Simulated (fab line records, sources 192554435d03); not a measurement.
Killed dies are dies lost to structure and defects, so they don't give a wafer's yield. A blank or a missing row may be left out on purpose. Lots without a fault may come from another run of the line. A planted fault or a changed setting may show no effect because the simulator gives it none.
Chamber matching | flow n5_finfet | N5_BEOL_M13_TRENCH_ETCH_34 on rie_diel-01: 4 sister chambers
The step etches SiOC in C4F8/O2/Ar, target depth 413.47 nm, time 162.6 s. 4 wafers are shown with their chamber, then 10 later ones without.

WAFERS WITH THEIR CHAMBER
wafer  | chamber | drypump_motor_current_A (A)
L083.5 | 0       | 5.7
L086.1 | 1       | 5.8
L088.1 | 3       | 4.7
L088.4 | 2       | 5.0

WAFERS WITHOUT THEIR CHAMBER
wafer  | drypump_motor_current_A (A)
L088.5 | 4.7
L091.1 | 5.7
L091.2 | 4.9
L091.6 | 4.7
L093.3 | 5.7
L093.4 | 5.8
L093.6 | 5.0
L096.3 | 5.8
L096.4 | 5.0
L096.6 | 5.0

WHICH CHAMBER EACH WENT THROUGH
wafer  | from the rows above | in truth
L088.5 | 3                   | 3
L091.1 | 0                   | 0
L091.2 | 2                   | 2
L091.6 | 3                   | 3
L093.3 | 0                   | 0
L093.4 | 1                   | 1
L093.6 | 2                   | 2
L096.3 | 1                   | 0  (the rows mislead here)
L096.4 | 2                   | 2
L096.6 | 2                   | 2
Placed correctly: 9 of 10. Can't be placed from these rows: 0. Placed wrongly: 1.
How it was worked out, from the rows above alone: a wafer's distance from a chamber is the root of the sum, over the readings, of the square of ((its reading less the chamber's mean) divided by the reading's scatter). The wafer belongs to the nearest chamber; if the next one is less than 2 further off, it can't be placed. A chamber's mean is the mean of its shown wafers. The scatter: with one shown wafer a chamber, the root of the mean of the squares of how far each hidden wafer lies from its nearest shown one.
